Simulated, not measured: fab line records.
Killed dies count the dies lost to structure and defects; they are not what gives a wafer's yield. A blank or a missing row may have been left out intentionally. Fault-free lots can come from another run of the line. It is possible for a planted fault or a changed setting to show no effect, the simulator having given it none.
What tool caused it? + flow nand harc + 14 lots, 40 wafers sampled, at 6 steps of a route of 1159

WHAT EACH GAUGE READ, for each wafer
NHARC_A_ONON_D1_THK_MEAS_02: measures by ellipsometry.
| lot  | measured     | on            | thk nm (nm)    |
|------|--------------|---------------|----------------|
| L892 | day 7 06:04  | film metro-01 | 1003 1003 1002 |
| L895 | day 8 06:59  | film metro-02 | 999 999 996    |
| L894 | day 8 06:57  | film metro-01 | 1000 1001 1002 |
| L896 | day 8 06:57  | film metro-02 | 1012 1013 1014 |
| L893 | day 8 10:43  | film metro-01 | 994 991 991    |
| L897 | day 9 02:38  | film metro-01 | 996 999 994    |
| L900 | day 9 09:30  | film metro-02 | 1013 1015      |
| L903 | day 11 02:05 | film metro-02 | 1012 1013      |
| L906 | day 11 07:09 | film metro-01 | 994 993 993    |
| L907 | day 11 07:09 | film metro-02 | 1018 1016 1016 |
| L909 | day 11 14:26 | film metro-02 | 980 979 980    |
| L910 | day 12 00:13 | film metro-02 | 997 996 995    |
| L913 | day 12 17:31 | film metro-01 | 994 993 993    |
| L915 | day 13 21:11 | film metro-02 | 1012 1012 1013 |

NHARC_A_ONON_D1_THK_MEAS_21: measures by ellipsometry.
| lot  | measured     | on            | thk nm (nm)    |
|------|--------------|---------------|----------------|
| L892 | day 7 19:43  | film metro-02 | 987 987 989    |
| L895 | day 8 20:52  | film metro-01 | 1008 1007 1009 |
| L894 | day 8 20:43  | film metro-02 | 996 997 995    |
| L896 | day 8 21:04  | film metro-01 | 998 998 1000   |
| L893 | day 8 20:44  | film metro-02 | 1006 1005 1007 |
| L897 | day 9 12:55  | film metro-01 | 990 994 992    |
| L900 | day 9 19:25  | film metro-02 | 992 993        |
| L903 | day 11 15:43 | film metro-01 | 996 996        |
| L906 | day 11 16:04 | film metro-02 | 1009 1006 1007 |
| L907 | day 11 15:55 | film metro-02 | 991 989 992    |
| L909 | day 12 00:26 | film metro-01 | 991 990 988    |
| L910 | day 12 11:13 | film metro-02 | 1000 1000 1000 |
| L913 | day 13 04:27 | film metro-02 | 1006 1003 1006 |
| L915 | day 14 07:07 | film metro-01 | 1011 1009 1010 |

NHARC_A_ONON_D1_THK_MEAS_24: measures by ellipsometry.
| lot  | measured     | on            | thk nm (nm)    |
|------|--------------|---------------|----------------|
| L892 | day 7 20:17  | film metro-02 | 988 989 987    |
| L895 | day 8 21:26  | film metro-02 | 1014 1013 1014 |
| L894 | day 8 21:17  | film metro-02 | 1005 1004 1003 |
| L896 | day 8 21:38  | film metro-01 | 1019 1018 1017 |
| L893 | day 8 21:17  | film metro-01 | 1005 1005 1005 |
| L897 | day 9 13:29  | film metro-01 | 1008 1011 1008 |
| L900 | day 9 19:59  | film metro-02 | 305 1002       |
| L903 | day 11 16:17 | film metro-02 | 314 1014       |
| L906 | day 11 16:38 | film metro-01 | 991 291 990    |
| L907 | day 11 16:29 | film metro-01 | 989 989 990    |
| L909 | day 12 01:00 | film metro-02 | 992 994 994    |
| L910 | day 12 11:47 | film metro-01 | 1007 1006 1006 |
| L913 | day 13 05:01 | film metro-01 | 980 983 984    |
| L915 | day 14 07:41 | film metro-01 | 996 996 996    |

NHARC_END_SORT_01.
| lot  | measured     | on        | killed at array | killed at other | killed at periphery | killed dies | killed open | killed short |
|------|--------------|-----------|-----------------|-----------------|---------------------|-------------|-------------|--------------|
| L900 | day 21 15:29 | prober-02 | 672 34          | 1 0             | 4 1                 | 677 35      | 4 2         | 4 1          |
| L903 | day 22 15:31 | prober-02 | 676 40          | 0 0             | 1 1                 | 677 41      | 4 2         | 2 1          |
| L906 | day 24 05:20 | prober-02 | 37 677 48       | 0 0 2           | 3 0 1               | 40 677 51   | 2 0 4       | 3 1 1        |
| L907 | day 23 09:14 | prober-01 | 20 19 15        | 6 7 4           | 4 3 1               | 30 29 20    | 6 4 3       | 3 2 1        |
| L909 | day 23 21:34 | prober-02 | 25 33 22        | 0 2 2           | 6 2 1               | 31 37 25    | 2 3 3       | 3 5 1        |

TOOL THAT RAN EACH LOT (tool first, then ch and the chambers of the sampled wafers, then the start)
| lot  | NHARC_A_ZERO_WELL_DESCUM_12        | NHARC_A_ONON_D1_DEP_22           |
|------|------------------------------------|----------------------------------|
| L892 | rie diel-05 ch 1,2, day 6 07:43    | pecvd onon-02 ch 0, day 7 19:46  |
| L895 | rie diel-07 ch 0,3, day 7 08:35    | pecvd onon-02 ch 0, day 8 21:05  |
| L894 | rie diel-07 ch 0,2, day 7 08:50    | pecvd onon-01 ch 0, day 8 20:53  |
| L896 | rie diel-05 ch 0,1,2, day 7 11:38  | pecvd onon-01 ch 0, day 8 21:08  |
| L893 | rie diel-01 ch 0,1, day 7 12:08    | pecvd onon-04 ch 0, day 8 20:50  |
| L897 | rie diel-01 ch 0,2,3, day 8 03:34  | pecvd onon-04 ch 0, day 9 13:02  |
| L900 | rie diel-07 ch 1,2, day 8 11:02    | pecvd onon-04 ch 0, day 9 19:28  |
| L903 | rie diel-01 ch 0,2, day 10 02:58   | pecvd onon-04 ch 0, day 11 15:46 |
| L906 | rie diel-01 ch 2,3, day 10 08:53   | pecvd onon-04 ch 0, day 11 16:14 |
| L907 | rie diel-01 ch 0,1,2, day 10 09:31 | pecvd onon-02 ch 0, day 11 15:59 |
| L909 | rie diel-01 ch 0,3, day 10 16:43   | pecvd onon-02 ch 0, day 12 00:36 |
| L910 | rie diel-01 ch 0,1,2, day 11 02:25 | pecvd onon-01 ch 0, day 12 11:17 |
| L913 | rie diel-05 ch 2,3, day 11 19:56   | pecvd onon-01 ch 0, day 13 04:34 |
| L915 | rie diel-05 ch 0,1,3, day 12 21:49 | pecvd onon-01 ch 0, day 14 07:10 |
- NHARC_A_ZERO_WELL_DESCUM_12: chemistry O2, time 3 s.
- NHARC_A_ONON_D1_DEP_22: target thk 1000 nm.

WHAT THE TOOLS THEMSELVES READ (means of the sampled wafers that have a number; where no wafer has one, the mark that the record gives instead)
NHARC_A_ZERO_WELL_DESCUM_12.
| lot  | tool        | drypump motor current A (A) | oes product au (a.u.) | rf vpp V (V) | showerhead plenum p Torr (Torr) | throttle valve pct (%) |
|------|-------------|-----------------------------|-----------------------|--------------|---------------------------------|------------------------|
| L892 | rie diel-05 | 5.6                         | 0.999                 | 57.9         | 1.93                            | 11.317                 |
| L895 | rie diel-07 | 5.7                         | 1.011                 | 59.1         | 1.95                            | 11.297                 |
| L894 | rie diel-07 | 6.0                         | 1.007                 | 57.2         | 1.97                            | 11.315                 |
| L896 | rie diel-05 | 5.6                         | 0.999                 | 58.0         | 1.92                            | 11.310                 |
| L893 | rie diel-01 | 5.4                         | 0.992                 | 57.3         | 1.84                            | 11.313                 |
| L897 | rie diel-01 | 5.8                         | 0.989                 | 57.4         | 1.87                            | 11.305                 |
| L900 | rie diel-07 | 5.6                         | 0.994                 | 57.7         | 2.00                            | 11.314                 |
| L903 | rie diel-01 | 5.6                         | 0.993                 | 57.0         | 1.83                            | 11.306                 |
| L906 | rie diel-01 | 6.1                         | 0.987                 | 58.1         | 1.90                            | 11.316                 |
| L907 | rie diel-01 | 5.5                         | 1.003                 | 56.8         | 1.83                            | 11.317                 |
| L909 | rie diel-01 | 6.0                         | 0.986                 | 57.7         | 1.92                            | 11.305                 |
| L910 | rie diel-01 | 5.5                         | 1.000                 | 57.1         | 1.83                            | 11.312                 |
| L913 | rie diel-05 | 6.1                         | 1.004                 | 57.9         | 1.95                            | 11.312                 |
| L915 | rie diel-05 | 5.5                         | 0.990                 | 58.9         | 1.97                            | 11.317                 |

THE ANSWER, worked out from the rows above alone
Rule: usual is defined by the lots themselves. The widest of any qualifying gaps counts: lots, ordered by their means at a reading, are off when they make up no more than a third of the lots, leave a main group of 4 or more, and stand apart from it by 3 or more times the standard deviation of that group's means. If all means in a main group match to the digits the tables above print for the reading, that group is not used. Also off: a lot with no number at a reading for which 4 or more lots have one. The other lots that the step has rows for count as sound. The gauges are gone through in route order, then the tools' own readings, and for those a lot's mean is taken as printed above. The first step at which some lot is off is used, and at that step the reading that is off furthest; a lot without a number counts as furthest.
Off at NHARC_A_ONON_D1_THK_MEAS_24 (thk nm): L900, L903, L906. The main group: mean 1000 nm, standard deviation 11.
A tool fits if, at a process step before that reading, it ran every lot that is off, and no sound lot after the first of them. Gauges at NHARC_A_ONON_D1_THK_MEAS_24: tried the same way as those tools. One fits: pecvd onon-04 at NHARC_A_ONON_D1_DEP_22. Its last sound lot is L897 (day 9 13:02), its first lot that is off L900 (day 9 19:28): a fault that began between those two fits.

WHAT THE SIMULATOR HAD INSERTED
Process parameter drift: pecvd onon-04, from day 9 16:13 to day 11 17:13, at NHARC_A_ONON_D1_DEP_22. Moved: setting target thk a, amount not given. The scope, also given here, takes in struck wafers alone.
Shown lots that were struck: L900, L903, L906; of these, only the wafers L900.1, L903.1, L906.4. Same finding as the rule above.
